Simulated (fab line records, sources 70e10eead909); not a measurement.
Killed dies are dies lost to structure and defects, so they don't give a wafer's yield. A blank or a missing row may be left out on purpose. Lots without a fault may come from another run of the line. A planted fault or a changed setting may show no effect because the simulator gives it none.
fab line records | flow nand_harc | part 1 of 2: steps 1 to 18 of 29
record lots=5 wafers=15 last_day=31
route steps=1302 shown A_CONTACT@1080 A_BLC@1107
lots that met no fault: from a run of the same line without faults
start_h: hours from the record's first day to the start of the lot's first wafer shown | wait_h: hours since the lot's step before | " the same as in the row above | L1.1+2: a row that stands for several wafers | - no value, or no start given | * or withheld: withheld | < > ~ a bound
route shown NAME@n: a module of which the file shows steps, and the number in the route of the first | usual: mean/standard deviation of fault-free wafers | same: alike in all rows | chamber/n: place in a boat | sites: the reading at each site | _std_site: their standard deviation | _edge_site: outer sites' mean less inner sites' | radius_mm: how far each site lies from the wafer's centre | mask NAME#n: copy n | behind: the tool/chamber that last shaped the wafer | hold: why the lot was held/for how many hours/how that ended | device: the transistor (n, p or np) that didn't switch | end of line: the same wafers' tests at the end of the route | a step without rows: its recipe alone | killed: dies lost to structure and defects at the first sort, not the wafer's yield | map: a wafer's dies, x killed, . not, _ none there
set.NAME: the setting as run; set.NAME@STEP: as run at that earlier step | model.NAME: the simulator's own value behind a step, which no gauge read
lots at some steps of the route; a table a step, a row a wafer
services: from which hour (start_h, from the record's first day; less than 0 if before it) a tool's chamber was out of use, for how many hours, and why
## steps
# step NHARC_A_CONTACT_INSPECT_10
# usual raw_defect_count=80/37
# columns lot.wafer tool chamber start_h wait_h raw_defect_count
L075.1 defect_inspect-02 - 523.88 0.0 16
L075.5 " - " " 13
L075.6 " - " " 16
L077.1 defect_inspect-01 - 531.86 0.0 74
L077.3 " - " " 68
L077.5 " - " " 61
L080.1 defect_inspect-02 - 567.93 0.0 94
L080.2 " - " " 97
L080.4 " - " " 103
L089.2 defect_inspect-01 - 645.50 0.0 53
L089.5 " - " " 69
L089.6 " - " " 63
L091.1 defect_inspect-02 - 690.77 0.0 112
L091.4 " - " " 111
L091.5 " - " " 93
# step NHARC_A_CONTACT_DESCUM_13
# recipe time_s=3 o2_flow_sccm=200 ar_flow_sccm=0 bias_power_w=0 chemistry=O2
# usual drypump_motor_current_A=5.6/0.37 oes_product_au=1.002/0.0099 rf_vpp_V=57.7/0.92 showerhead_plenum_p_Torr=1.88/0.061 throttle_valve_pct=11.311/0.0085
# columns lot.wafer tool chamber start_h wait_h drypump_motor_current_A oes_product_au rf_hours_counter_h rf_vpp_V showerhead_plenum_p_Torr throttle_valve_pct
L075.1 rie_diel-04 0 523.95 0.1 5.5 1.013 29 58.4 1.86 11.300
L075.6 " 3 " " 5.7 1.002 - 58.5 1.90 11.322
L075.5 " 2 " " 5.7 1.020 - 57.8 1.89 11.312
L077.1 rie_diel-04 3 531.92 0.1 5.7 1.004 31 56.3 1.90 11.317
L077.3 " 0 " " 5.5 0.993 33 59.4 1.86 11.323
L077.5 " 3 " " 5.7 1.004 - 58.4 1.90 11.302
L080.2 rie_diel-04 1 568.00 0.1 5.2 0.998 5 56.8 1.80 11.306
L080.4 " 2 " " 5.7 1.023 4 57.9 1.89 11.300
L080.1 " 3 " " 5.7 0.999 4 56.1 1.90 11.311
L089.2 rie_diel-13 3 645.56 0.1 5.3 1.002 45 58.5 2.04 11.311
L089.5 " 0 " " 6.5 1.009 - 57.6 1.85 11.300
L089.6 " 1 " " 4.8 0.995 - 58.0 1.84 11.320
L091.4 rie_diel-04 3 690.83 0.1 5.7 0.996 25 56.6 1.89 11.320
L091.1 " 1 " " 5.2 0.987 22 57.6 1.80 11.312
L091.5 " 0 " " 5.5 1.003 - 56.4 1.85 11.309
# step NHARC_A_CONTACT_ETCH_88
# recipe target_depth_a=390 over_etch_frac=0.3 time_s=65 ion_energy_ev=80 cf4_flow_sccm=150 ar_flow_sccm=0 rf_w=300 bias_w=100 chemistry=CF4
# usual drypump_motor_current_A=5.6/0.38 oes_product_au=1.002/0.01 rf_vpp_V=150.8/1 showerhead_plenum_p_Torr=1.74/0.054 throttle_valve_pct=13.283/0.0098
# columns lot.wafer tool chamber start_h wait_h drypump_motor_current_A oes_product_au rf_hours_counter_h rf_vpp_V showerhead_plenum_p_Torr throttle_valve_pct
L075.1 rie_diel-04 0 524.04 0.1 5.5 1.015 29 150.4 1.72 13.291
L075.5 " 0 " " 5.4 1.013 - 152.2 1.72 13.280
L075.6 " 3 " " 5.7 1.013 - 150.6 1.76 13.266
L077.3 rie_diel-04 0 532.03 0.1 5.4 1.012 33 151.9 1.72 13.291
L077.1 " 2 " " 5.7 1.027 34 149.9 1.75 13.263
L077.5 " 2 " " 5.7 1.011 - 151.9 1.75 13.264
L080.2 rie_diel-04 1 568.08 0.1 5.2 0.991 5 149.5 1.67 13.287
L080.4 " 2 " " 5.7 1.008 5 151.8 1.75 13.278
L080.1 " 3 " " 5.7 0.996 4 150.5 1.75 13.281
L089.2 rie_diel-13 0 645.75 0.2 6.5 0.998 37 150.2 1.71 13.287
L089.6 " 1 " " 4.8 0.998 - 151.2 1.70 13.274
L089.5 " 3 " " 5.2 1.012 - 151.5 1.88 13.271
L091.4 rie_diel-04 3 690.92 0.1 5.7 0.999 25 150.7 1.75 13.280
L091.1 " 1 " " 5.2 0.999 22 148.9 1.67 13.294
L091.5 " 3 " " 5.7 1.002 - 151.4 1.75 13.297
# step NHARC_A_CONTACT_ETCH_89
# recipe target_depth_a=2600 over_etch_frac=0.3 time_s=475.3 ion_energy_ev=200 n2_flow_sccm=150 h2_flow_sccm=150 ar_flow_sccm=0 rf_w=400 bias_w=150 chemistry=N2/H2
# usual drypump_motor_current_A=5.6/0.39 oes_product_au=1.002/0.0099 rf_vpp_V=429.4/2.1 showerhead_plenum_p_Torr=2.00/0.069 throttle_valve_pct=14.171/0.0097
# columns lot.wafer tool chamber start_h wait_h drypump_motor_current_A oes_product_au rf_hours_counter_h rf_vpp_V showerhead_plenum_p_Torr throttle_valve_pct
L075.1 rie_diel-04 3 - - 5.7 0.995 28 429.5 2.02 14.161
L075.5 " 0 " " 5.5 1.008 - 428.2 1.98 14.165
L075.6 " 3 " " 5.7 1.007 - 430.3 2.02 14.174
L077.3 rie_diel-11 0 532.15 - 5.9 1.003 32 436.1 2.17 14.167
L077.1 " 1 " " 6.3 0.989 29 430.2 2.00 14.186
L077.5 " 0 " " 6.0 0.993 - 435.4 2.17 14.171
L080.2 rie_diel-04 2 - - 5.7 1.018 5 430.3 2.01 14.160
L080.1 " 0 " " 5.5 0.995 5 428.5 1.98 14.163
L080.4 " 1 " " 5.2 1.000 5 425.3 1.92 14.162
L089.2 rie_diel-13 3 - - 5.3 1.013 45 433.7 2.18 14.167
L089.6 " 1 " " 4.8 1.004 - 429.4 1.95 14.193
L089.5 " 3 " " 5.2 1.005 - 434.0 2.18 14.164
L091.1 rie_diel-04 3 - - 5.7 0.995 25 429.2 2.01 14.162
L091.4 " 1 " " 5.2 0.995 22 427.2 1.91 14.178
L091.5 " 0 " " 5.5 1.007 - 429.6 1.97 14.169
# step NHARC_A_CONTACT_ETCH_30
# recipe target_depth_a=726 time_s=36.3 cf4_flow_sccm=100 chf3_flow_sccm=30 ar_flow_sccm=0 rf_w=500 bias_w=200 chemistry=CF4/CHF3
# usual drypump_motor_current_A=5.6/0.39 oes_product_au=0.935/0.021 rf_vpp_V=369.9/2 showerhead_plenum_p_Torr=1.55/0.055 throttle_valve_pct=16.802/0.0087
# columns lot.wafer tool chamber start_h wait_h drypump_motor_current_A oes_product_au rf_hours_counter_h rf_vpp_V showerhead_plenum_p_Torr throttle_valve_pct
L075.1 rie_diel-04 2 - - 5.7 0.945 31 370.1 1.56 16.789
L075.6 " 2 " " 5.7 0.935 - 369.3 1.56 16.802
L075.5 " 3 " " 5.7 0.936 - 369.7 1.56 16.797
L077.1 rie_diel-11 3 - - 6.2 0.989 33 373.9 1.68 16.796
L077.3 " 0 " " 6.0 0.996 32 373.0 1.66 16.827
L077.5 " 3 " " 6.2 0.984 - 374.1 1.68 16.801
L080.1 rie_diel-04 2 - - 5.7 0.942 5 369.2 1.55 16.796
L080.4 " 3 " " 5.7 0.923 5 370.9 1.56 16.812
L080.2 " 0 " " 5.5 0.921 5 369.8 1.53 16.789
L089.2 rie_diel-13 1 - - 4.8 0.932 36 368.9 1.51 16.798
L089.5 " 1 " " 4.8 0.917 - 367.5 1.51 16.817
L089.6 " 3 " " 5.2 0.922 - 373.5 1.67 16.795
L091.4 rie_diel-04 3 - - 5.7 0.927 25 369.9 1.56 16.809
L091.1 " 2 " " 5.7 0.939 23 369.4 1.55 16.810
L091.5 " 0 " " 5.5 0.917 - 368.5 1.53 16.805
# step NHARC_A_CONTACT_ETCH_31
# recipe target_depth_a=28000 over_etch_frac=0.3 time_s=728 ion_energy_ev=150 o2_flow_sccm=400 cos_flow_sccm=20 ar_flow_sccm=0 rf_w=500 bias_w=300 chemistry=O2/COS
# usual drypump_motor_current_A=5.6/0.39 oes_product_au=1.002/0.0099 rf_vpp_V=313.4/1.5 showerhead_plenum_p_Torr=3.07/0.1 throttle_valve_pct=28.330/0.0087
# columns lot.wafer tool chamber start_h wait_h drypump_motor_current_A oes_product_au rf_hours_counter_h rf_vpp_V showerhead_plenum_p_Torr throttle_valve_pct
L075.1 rie_diel-04 0 - - 5.5 1.010 30 312.8 3.04 28.340
L075.5 " 0 " " 5.4 1.006 - 312.8 3.04 28.328
L075.6 " 2 " " 5.7 1.015 - 314.3 3.09 28.312
L077.3 rie_diel-11 1 - - 6.3 0.992 29 313.0 3.07 28.337
L077.1 " 2 " " 5.3 1.008 29 312.3 3.00 28.335
L077.5 " 1 " " 6.3 0.994 - 313.5 3.07 28.321
L080.4 rie_diel-04 0 - - 5.5 1.001 5 313.1 3.04 28.335
L080.2 " 2 " " 5.7 1.019 5 314.3 3.08 28.339
L080.1 " 3 " " 5.7 1.006 5 314.4 3.10 28.331
L089.2 rie_diel-13 1 - - 4.8 0.995 36 314.2 3.00 28.331
L089.6 " 0 " " 6.5 1.003 - 313.9 3.02 28.324
L089.5 " 1 " " 4.8 1.003 - 311.5 3.00 28.345
L091.4 rie_diel-04 3 - - 5.7 1.008 25 314.7 3.09 28.333
L091.1 " 2 " " 5.7 1.028 23 313.2 3.07 28.333
L091.5 " 3 " " 5.7 1.002 - 314.7 3.09 28.331
# step NHARC_A_CONTACT_ETCH_134
# recipe source_w=withheld pressure_mtorr=20 bias_v=withheld time_s=140 target_depth_a=7000 ar_flow_sccm=withheld c4f8_flow_sccm=withheld o2_flow_sccm=withheld chemistry=C4F8/O2/Ar
# columns lot.wafer tool chamber start_h wait_h rf_hours_counter_h
L075.1 har_cap_etch-02 1 525.28 - 89
L075.6 " 1 " " -
L075.5 " 0 " " -
L077.1 har_cap_etch-03 1 533.27 - 51
L077.3 " 1 " " -
L077.5 " 1 " " -
L080.2 har_cap_etch-01 1 569.23 - 9
L080.1 " 0 " " 9
L080.4 " 1 " " -
L089.2 har_cap_etch-02 1 647.00 - 110
L089.5 " 0 " " -
L089.6 " 1 " " -
L091.1 har_cap_etch-02 1 691.99 - 118
L091.4 " 0 " " -
L091.5 " 1 " " -
# step NHARC_A_CONTACT_ETCH_135
# recipe source_w=withheld pressure_mtorr=20 bias_v=1200 time_s=311 target_depth_a=19120 ar_flow_sccm=withheld c4f8_flow_sccm=withheld o2_flow_sccm=withheld chemistry=C4F8/O2/Ar
# columns lot.wafer tool chamber start_h wait_h rf_hours_counter_h
L075.1 har_cap_etch-02 1 525.48 0.2 89
L075.6 " 1 " " -
L075.5 " 0 " " -
L077.1 har_cap_etch-03 1 533.47 0.2 52
L077.3 " 1 " " -
L077.5 " 1 " " -
L080.2 har_cap_etch-01 1 569.44 0.2 10
L080.1 " 0 " " 10
L080.4 " 1 " " -
L089.2 har_cap_etch-02 1 647.21 0.2 110
L089.5 " 0 " " -
L089.6 " 1 " " -
L091.1 har_cap_etch-02 1 692.20 0.2 119
L091.4 " 0 " " -
L091.5 " 1 " " -
# step NHARC_A_CONTACT_ETCH_136
# recipe source_w=withheld pressure_mtorr=20 bias_v=1200 time_s=311 target_depth_a=19120 ar_flow_sccm=withheld c4f8_flow_sccm=withheld o2_flow_sccm=withheld chemistry=C4F8/O2/Ar
# columns lot.wafer tool chamber start_h wait_h rf_hours_counter_h
L075.1 har_cap_etch-02 1 525.75 0.2 90
L075.6 " 1 " " -
L075.5 " 0 " " -
L077.1 har_cap_etch-03 1 533.74 0.2 52
L077.3 " 1 " " -
L077.5 " 1 " " -
L080.2 har_cap_etch-01 1 569.71 0.2 10
L080.1 " 0 " " 10
L080.4 " 1 " " -
L089.2 har_cap_etch-02 1 647.48 0.2 110
L089.5 " 0 " " -
L089.6 " 1 " " -
L091.1 har_cap_etch-02 1 692.48 0.2 119
L091.4 " 0 " " -
L091.5 " 1 " " -
# step NHARC_A_CONTACT_ETCH_137
# recipe source_w=withheld pressure_mtorr=20 bias_v=1200 time_s=311 target_depth_a=19120 ar_flow_sccm=withheld c4f8_flow_sccm=withheld o2_flow_sccm=withheld chemistry=C4F8/O2/Ar
# columns lot.wafer tool chamber start_h wait_h rf_hours_counter_h
L075.1 har_cap_etch-02 1 526.02 0.2 90
L075.6 " 1 " " -
L075.5 " 0 " " -
L077.1 har_cap_etch-03 1 534.01 0.2 52
L077.3 " 1 " " -
L077.5 " 1 " " -
L080.2 har_cap_etch-01 1 569.98 0.2 10
L080.1 " 0 " " 10
L080.4 " 1 " " -
L089.2 har_cap_etch-02 1 647.75 0.2 111
L089.5 " 0 " " -
L089.6 " 1 " " -
L091.1 har_cap_etch-02 1 692.75 0.2 119
L091.4 " 0 " " -
L091.5 " 1 " " -
# step NHARC_A_CONTACT_ETCH_138
# recipe source_w=withheld pressure_mtorr=20 bias_v=1200 time_s=311 target_depth_a=19140 ar_flow_sccm=withheld c4f8_flow_sccm=withheld o2_flow_sccm=withheld chemistry=C4F8/O2/Ar
# columns lot.wafer tool chamber start_h wait_h rf_hours_counter_h
L075.1 har_cap_etch-02 1 526.29 0.2 90
L075.6 " 1 " " -
L075.5 " 0 " " -
L077.1 har_cap_etch-03 1 534.29 0.2 52
L077.3 " 1 " " -
L077.5 " 1 " " -
L080.2 har_cap_etch-01 1 570.25 0.2 10
L080.1 " 0 " " 10
L080.4 " 1 " " -
L089.2 har_cap_etch-02 1 648.02 0.2 111
L089.5 " 0 " " -
L089.6 " 1 " " -
L091.1 har_cap_etch-02 1 693.02 0.2 119
L091.4 " 0 " " -
L091.5 " 1 " " -
# step NHARC_A_CONTACT_ETCH_139
# recipe source_w=withheld pressure_mtorr=20 bias_v=400 time_s=195 target_depth_a=8400 ar_flow_sccm=withheld c4f8_flow_sccm=11.5 o2_flow_sccm=7.2 chemistry=C4F8/O2/Ar
# columns lot.wafer tool chamber start_h wait_h rf_hours_counter_h
L075.1 har_cap_etch-02 1 526.56 0.2 90
L075.6 " 1 " " -
L075.5 " 0 " " -
L077.1 har_cap_etch-03 1 534.56 0.2 53
L077.3 " 1 " " -
L077.5 " 1 " " -
L080.2 har_cap_etch-01 1 570.53 0.2 11
L080.1 " 0 " " 11
L080.4 " 1 " " -
L089.2 har_cap_etch-02 1 648.30 0.2 111
L089.5 " 0 " " -
L089.6 " 1 " " -
L091.1 har_cap_etch-02 1 693.30 0.2 120
L091.4 " 0 " " -
L091.5 " 1 " " -
# step NHARC_A_CONTACT_ETCH_92
# recipe target_depth_a=400 over_etch_frac=0.5 time_s=85.7 ion_energy_ev=120 ch3f_flow_sccm=50 o2_flow_sccm=30 ar_flow_sccm=200 rf_w=500 bias_w=100 chemistry=CH3F/O2
# usual drypump_motor_current_A=5.6/0.39 oes_product_au=0.95/0.032 rf_vpp_V=243.8/1.4 showerhead_plenum_p_Torr=2.41/0.083 throttle_valve_pct=20.662/0.0083
# columns lot.wafer tool chamber start_h wait_h drypump_motor_current_A oes_product_au rf_hours_counter_h rf_vpp_V showerhead_plenum_p_Torr throttle_valve_pct
L075.1 rie_diel-04 2 527.15 0.5 5.7 0.94 32 243.5 2.43 20.671
L075.5 " 2 " " 5.7 0.94 - 244.7 2.43 20.656
L075.6 " 3 " " 5.7 0.93 - 245.3 2.44 20.661
L077.1 rie_diel-13 3 535.13 0.5 5.2 0.99 3 246.9 2.63 20.669
L077.3 " 1 " " 4.8 0.99 2 244.6 2.37 20.663
L077.5 " 2 " " 5.6 1.00 - 244.3 2.35 20.648
L080.1 rie_diel-04 3 571.09 0.5 5.7 0.94 5 245.6 2.44 20.671
L080.4 " 1 " " 5.2 0.93 5 241.8 2.32 20.663
L080.2 " 2 " " 5.7 0.95 5 244.3 2.43 20.670
L089.2 rie_diel-04 2 648.81 0.5 5.6 0.93 16 243.3 2.42 20.662
L089.6 " 2 " " 5.7 0.95 - 244.4 2.42 20.667
L089.5 " 3 " " 5.7 0.93 - 243.5 2.43 20.660
L091.1 rie_diel-04 1 693.81 0.5 5.2 0.92 23 242.0 2.31 20.664
L091.4 " 0 " " 5.5 0.94 24 244.4 2.38 20.655
L091.5 " 2 " " 5.7 0.94 - 243.4 2.42 20.659
# step NHARC_A_CONTACT_ETCH_98
# recipe target_depth_a=200 over_etch_frac=0.5 time_s=10 ion_energy_ev=250 c4f6_flow_sccm=25 o2_flow_sccm=20 ar_flow_sccm=500 rf_w=600 bias_w=500 chemistry=C4F6/O2
# usual drypump_motor_current_A=5.6/0.4 oes_product_au=0.963/0.026 rf_vpp_V=545.3/2.5 showerhead_plenum_p_Torr=3.85/0.12 throttle_valve_pct=26.904/0.0092
# columns lot.wafer tool chamber start_h wait_h drypump_motor_current_A oes_product_au rf_hours_counter_h rf_vpp_V showerhead_plenum_p_Torr throttle_valve_pct
L075.1 rie_diel-04 2 527.30 0.1 5.7 0.967 32 545.1 3.88 26.895
L075.5 " 3 " " 5.8 0.960 - 546.1 3.90 26.903
L075.6 " 0 " " 5.5 0.965 - 544.6 3.83 26.895
L077.3 rie_diel-13 2 - - 5.6 1.004 3 544.0 3.76 26.902
L077.1 " 0 " " 6.5 1.001 2 545.3 3.82 26.895
L077.5 " 2 " " 5.7 1.010 - 544.7 3.76 26.901
L080.1 rie_diel-04 3 - - 5.7 0.959 5 545.8 3.89 26.913
L080.4 " 0 " " 5.5 0.961 5 544.4 3.82 26.912
L080.2 " 1 " " 5.2 0.947 5 542.6 3.72 26.908
L089.2 rie_diel-04 0 - - 5.5 0.934 16 544.5 3.81 26.905
L089.5 " 2 " " 5.7 0.968 - 545.6 3.87 26.896
L089.6 " 3 " " 5.8 0.949 - 546.4 3.88 26.898
L091.4 rie_diel-04 0 - - 5.5 0.952 24 543.3 3.81 26.918
L091.1 " 3 " " 5.7 0.945 26 546.0 3.88 26.896
L091.5 " 0 " " 5.5 0.938 - 545.0 3.81 26.904
# step NHARC_A_CONTACT_CD_MEAS_15
# usual cd_nm=189.9/0.65
# columns lot.wafer tool chamber start_h wait_h cd_nm
L075.1 cd_sem-01 - 527.38 - 189.9
L075.5 " - " " 189.9
L075.6 " - " " 190.3
L077.1 cd_sem-01 - 535.33 - 189.8
L077.3 " - " " 189.4
L077.5 " - " " 190.7
L080.1 cd_sem-01 - 571.31 - 191.0
L080.2 " - " " 190.8
L080.4 " - " " 190.5
L089.2 cd_sem-02 - 649.03 - 190.1
L089.5 " - " " 190.9
L089.6 " - " " 190.1
L091.1 cd_sem-02 - 694.03 - 189.1
L091.4 " - " " 189.0
L091.5 " - " " 189.9
# step NHARC_A_CONTACT_STRIP_107
# recipe n2_flow_sccm=150 h2_flow_sccm=150 ar_flow_sccm=0 bias_w=0 chemistry=N2/H2
# columns lot.wafer tool chamber start_h wait_h
L075.1+6+5 rie_diel-04 0,2,3 527.46 0.1
L077.1+3+5 rie_diel-13 1,0,1 535.41 0.1
L080.1+2+4 rie_diel-04 0,1,2 571.42 0.1
L089.2+6+5 rie_diel-04 3,3,0 649.10 0.1
L091.4+1+5 rie_diel-11 2,1,2 694.11 0.1
# step NHARC_A_CONTACT_STRIP_108
# recipe cf4_flow_sccm=100 chf3_flow_sccm=30 ar_flow_sccm=0 bias_w=0 chemistry=CF4/CHF3
# columns lot.wafer tool chamber start_h wait_h
L075.1+5+6 rie_diel-04 2,3,0 527.58 0.1
L077.1+3+5 rie_diel-13 3,1,3 535.50 0.1
L080.2+4+1 rie_diel-04 0,1,3 571.51 0.1
L089.2+5+6 rie_diel-04 0,1,2 649.21 0.1
L091.4+1+5 rie_diel-11 2,1,3 694.20 0.1
# step NHARC_A_CONTACT_STRIP_109
# recipe o2_flow_sccm=400 cos_flow_sccm=20 ar_flow_sccm=0 bias_w=0 chemistry=O2/COS
# columns lot.wafer tool chamber start_h wait_h
L075.1+6+5 rie_diel-04 0,2,3 527.64 0.1
L077.1+3+5 rie_diel-13 1,0,1 535.57 0.1
L080.2+1+4 rie_diel-04 3,0,1 571.77 0.3
L089.2+5+6 rie_diel-04 2,0,1 649.27 0.1
L091.1+4+5 rie_diel-11 3,0,1 694.27 0.1
